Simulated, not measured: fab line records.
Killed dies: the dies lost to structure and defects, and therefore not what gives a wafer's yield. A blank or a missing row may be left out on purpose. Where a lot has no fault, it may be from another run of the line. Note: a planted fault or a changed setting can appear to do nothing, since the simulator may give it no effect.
Matching of chambers | flow n5-finfet | 4 sister chambers for N5_BEOL_M0_SAQP_MANDREL_ETCH_20 on rie-si-04
The step etches a-Si in HBr/Cl2, stops on SiNx, target depth 60 nm, bt time 10 s, time 30 s. 16 wafers are shown with their chamber, then 8 later ones without.

WAFERS PAIRED WITH THEIR CHAMBERS
wafer  | chamber | throttle-valve-pct (%) | drypump-motor-current-A (A) | oes-product-au (a.u.)
L076.4 | 3       | 34.6                   | 5.4                         | 0.792
L076.5 | 0       | 34.5                   | 5.8                         | 0.782
L076.6 | 3       | 34.6                   | 5.5                         | 0.788
L082.1 | 0       | 34.5                   | 5.8                         | 0.762
L082.3 | 1       | 35.1                   | 5.8                         | 0.753
L082.4 | 2       | 35.9                   | 5.0                         | 0.765
L086.3 | 3       | 34.6                   | 5.5                         | 0.785
L086.4 | 1       | 35.1                   | 5.8                         | 0.770
L086.6 | 1       | 35.1                   | 5.8                         | 0.770
L088.2 | 0       | 34.5                   | 5.7                         | 0.774
L088.4 | 1       | 35.1                   | 5.8                         | 0.778
L088.6 | 0       | 34.5                   | 5.8                         | 0.780
L089.1 | 1       | 35.1                   | 5.8                         | 0.754
L089.3 | 0       | 34.5                   | 5.8                         | 0.770
L089.6 | 1       | 35.1                   | 5.8                         | 0.757
L091.3 | 1       | 35.2                   | 5.8                         | 0.745

SIGNATURES, as means of the wafers listed above
reading                 | chamber 0 | chamber 1 | chamber 2 | chamber 3 | scatter within a chamber
throttle-valve-pct      | 34.500    | 35.114    | 35.900    | 34.600    | 0.0267
drypump-motor-current-A | 5.780     | 5.800     | 5.000     | 5.467     | 0.035
oes-product-au          | 0.77360   | 0.76100   | 0.76500   | 0.78833   | 0.00966
Rule: a wafer's distance from a chamber is the root of the sum, over the readings, of the square of ((its reading less the chamber's mean) divided by the reading's scatter). The wafer belongs to the nearest chamber; if the next one is less than 2 further off, it can't be placed. The scatter: take each reading less its chamber's mean, square it, sum over the shown wafers, divide by the number of wafers less the number of chambers, and take the root.

WAFERS MISSING THEIR CHAMBER
wafer  | throttle-valve-pct (%) | drypump-motor-current-A (A) | oes-product-au (a.u.)
L091.4 | 34.6                   | 5.4                         | 0.776
L091.6 | 35.9                   | 5.0                         | 0.765
L093.2 | 34.5                   | 5.7                         | 0.780
L093.5 | 34.6                   | 5.5                         | 0.776
L093.6 | 35.9                   | 5.0                         | 0.771
L095.1 | 35.1                   | 5.8                         | 0.760
L095.2 | 34.5                   | 5.7                         | 0.766
L095.3 | 34.6                   | 5.5                         | 0.772

EACH ONE'S CHAMBER
wafer  | from the rows above | in truth
L091.4 | 3                   | 3
L091.6 | 2                   | 2
L093.2 | 0                   | 0
L093.5 | 3                   | 3
L093.6 | 2                   | 2
L095.1 | 1                   | 1
L095.2 | 0                   | 0
L095.3 | 3                   | 3
Correctly placed: 8 of 8. Can't be placed from these rows: 0. Wrongly placed: 0.
